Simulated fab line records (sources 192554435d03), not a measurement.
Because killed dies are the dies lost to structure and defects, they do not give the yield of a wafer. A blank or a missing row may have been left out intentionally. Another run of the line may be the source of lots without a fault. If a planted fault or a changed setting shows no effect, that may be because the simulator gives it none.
Chamber matching / flow n5_finfet / ald_sin-03 running N5_BEOL_M4_ALD_98: 4 sister chambers
The step deposits SiO2, target thk 2.5 nm, pulse time 1 s, co reactant pulse time 1 s. 4 wafers are shown with their chamber, then 7 later ones without.

WAFERS PAIRED WITH THEIR CHAMBERS
wafer=L082.4; chamber=3; heater_power_w (W)=81
wafer=L085.5; chamber=1; heater_power_w (W)=89
wafer=L088.1; chamber=0; heater_power_w (W)=83
wafer=L088.3; chamber=2; heater_power_w (W)=78

WAFERS WITH NO CHAMBER GIVEN
wafer=L088.4; heater_power_w (W)=80
wafer=L095.1; heater_power_w (W)=79
wafer=L095.4; heater_power_w (W)=78
wafer=L095.6; heater_power_w (W)=79
wafer=L097.2; heater_power_w (W)=81
wafer=L097.4; heater_power_w (W)=81
wafer=L097.6; heater_power_w (W)=91

EACH ONE'S CHAMBER
wafer=L088.4; from the rows above=can't be placed: 3 or 2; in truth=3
wafer=L095.1; from the rows above=can't be placed: 2 or 3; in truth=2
wafer=L095.4; from the rows above=2; in truth=2
wafer=L095.6; from the rows above=can't be placed: 2 or 3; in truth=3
wafer=L097.2; from the rows above=3; in truth=3
wafer=L097.4; from the rows above=3; in truth=3
wafer=L097.6; from the rows above=1; in truth=1
Placed correctly: 4 of 7. From these rows, 3 cannot be placed; in 3 the true chamber is one of the candidates. Placed wrongly: 0.
How it was worked out, from the rows above alone: a wafer's distance from a chamber is the root of the sum, over the readings, of the square of ((its reading less the chamber's mean) divided by the reading's scatter). The wafer belongs to the nearest chamber; if the next one is less than 2 further off, it can't be placed. A chamber's mean is the mean of its shown wafers. The scatter: root of mean squared gap, hidden wafer to nearest shown wafer, with one shown wafer a chamber.
